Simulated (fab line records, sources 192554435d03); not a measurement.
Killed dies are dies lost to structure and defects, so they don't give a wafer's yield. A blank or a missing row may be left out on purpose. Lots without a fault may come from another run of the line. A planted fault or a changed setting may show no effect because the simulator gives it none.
Split-lot experiment | flow n5_finfet | 7 lots, 21 wafers read, on a route of 1938 steps

THE SPLIT
At N5_SD_EPI_N_COAT_33 (time 60 s, resist thk 35 nm), the setting spin_rpm was moved away from the recipe's 1500 rpm on 8 of the 21 wafers read, by -11.2% to +7.3%. The other wafers ran this setting at the recipe's value.

FROM THE SPLIT TO THE READING: what the file shows between them, 3 steps
- N5_SD_EPI_N_COAT_03: resist thk 150 nm
- N5_SD_EPI_N_EBR_05
- N5_SD_EPI_N_DESCUM_14: chemistry O2, time 7.9 s

THE READING
etch.depth_nm (the simulator's own value, which no gauge read), in nm, at N5_SD_EPI_N_ETCH_34 (etches SiARC in CF4, target depth 45.5 nm, time 75.8 s). The file gives no usual value for it. The 13 wafers here that ran the recipe average 35.05 nm, standard deviation 0.082 nm.

wafer  | tool, chamber at the split | spin_rpm as run, rpm | against the recipe | etch.depth_nm, nm | against lot-mates on the recipe
L074.1 | litho_track-04, 0          | 1500                 | recipe             | 35.06             | -
L074.3 | litho_track-04, 0          | 1500                 | recipe             | 35.07             | -
L074.4 | litho_track-04, 0          | 1500                 | recipe             | 34.97             | -
L081.4 | litho_track-01, 0          | 1546                 | +3.1%              | 34.76             | -0.41
L081.5 | litho_track-01, 0          | 1546                 | +3.1%              | 34.63             | -0.54
L081.6 | litho_track-01, 0          | 1500                 | recipe             | 35.17             | -
L084.1 | litho_track-04, 0          | 1610                 | +7.3%              | 33.77             | -1.33
L084.2 | litho_track-04, 0          | 1500                 | recipe             | 35.1              | -
L084.6 | litho_track-04, 0          | 1610                 | +7.3%              | 33.76             | -1.34
L086.3 | litho_track-05, 0          | 1500                 | recipe             | 34.94             | -
L086.4 | litho_track-05, 0          | 1500                 | recipe             | 34.98             | -
L086.5 | litho_track-05, 0          | 1500                 | recipe             | 34.92             | -
L089.2 | litho_track-01, 0          | 1332                 | -11.2%             | 37.35             | +2.30
L089.3 | litho_track-01, 0          | 1500                 | recipe             | 35.05             | -
L089.6 | litho_track-01, 0          | 1332                 | -11.2%             | 37.17             | +2.12
L090.2 | litho_track-01, 0          | 1500                 | recipe             | 35.06             | -
L090.3 | litho_track-01, 0          | 1500                 | recipe             | 35.07             | -
L090.5 | litho_track-01, 0          | 1500                 | recipe             | 35.08             | -
L091.3 | litho_track-05, 0          | 1500                 | recipe             | 35.22             | -
L091.4 | litho_track-05, 0          | 1544                 | +2.9%              | 34.56             | -0.66
L091.6 | litho_track-05, 0          | 1544                 | +2.9%              | 34.65             | -0.57

THE FIT
A straight line over all 21 wafers: etch.depth_nm changes by -0.186 nm for each +1% of spin_rpm; r = -0.99; the points scatter about the line by 0.11 nm.
The same after taking each lot's own level away (the mean of its wafers on the recipe; 21 wafers): -0.192 nm for each +1%; r = -1.00; scatter 0.064 nm.
On that fit, the largest move of spin_rpm shifts the reading by 2.1 nm.
The lots' own levels span 34.947 to 35.220 nm, that is 3.3 times the standard deviation above.
So the lot-to-lot level changes the slope little: the two slopes agree.
Check: with one of the wafers moved furthest among these (-11.2%) left out of the fit, the line predicts +2.09 nm for it against its lot-mates. It came out at +2.3 nm against them.

OTHER SPLITS ON THESE WAFERS
These wafers also went through other splits before the reading. Each is held against what the fit with the lots' levels taken away leaves over:
other split on the same wafers            | wafers away from the commonest value | r with etch.depth_nm (lot level and that fit taken away)
N5_ZERO_LAYER_EXPOSE_08 dose_mj           | 9                                    | -0.28
N5_WELL_APT_COAT_02 spin_rpm              | 6                                    | -0.05
N5_PMOS_HMC_CHANNEL_EPI_PEB_07 peb_temp_c | 9                                    | +0.06
N5_FIN_SAQP_PEB_14 peb_time_s             | 7                                    | -0.32
N5_SPACER0_ALD_00 ald_cycles              | 7                                    | -0.06

THE WHOLE CHAIN: every reading that the file lists as answering this split, in the file's order
step                | what it does                                           | reading                                                                                   | change (the file's fit)               | r (the file's)
N5_SD_EPI_N_COAT_33 | time 60 s, resist thk 35 nm                            | SiARC_of_SD_EPI_N_COAT_33.thk_nm (the simulator's own value, which no gauge read)         | -0.199 nm for each +1% of the setting | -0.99
N5_SD_EPI_N_ETCH_34 | etches SiARC in CF4, target depth 45.5 nm, time 75.8 s | CAR-ArF-block_of_SD_EPI_N_COAT_03.thk_nm (the simulator's own value, which no gauge read) | +0.184 nm for each +1% of the setting | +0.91
N5_SD_EPI_N_ETCH_34 | etches SiARC in CF4, target depth 45.5 nm, time 75.8 s | etch.depth_nm (the simulator's own value, which no gauge read)                            | -0.192 nm for each +1% of the setting | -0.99

THE FILE'S OWN FIT
etch.depth_nm changes by -0.192 nm for each +1% of spin_rpm, r = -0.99.
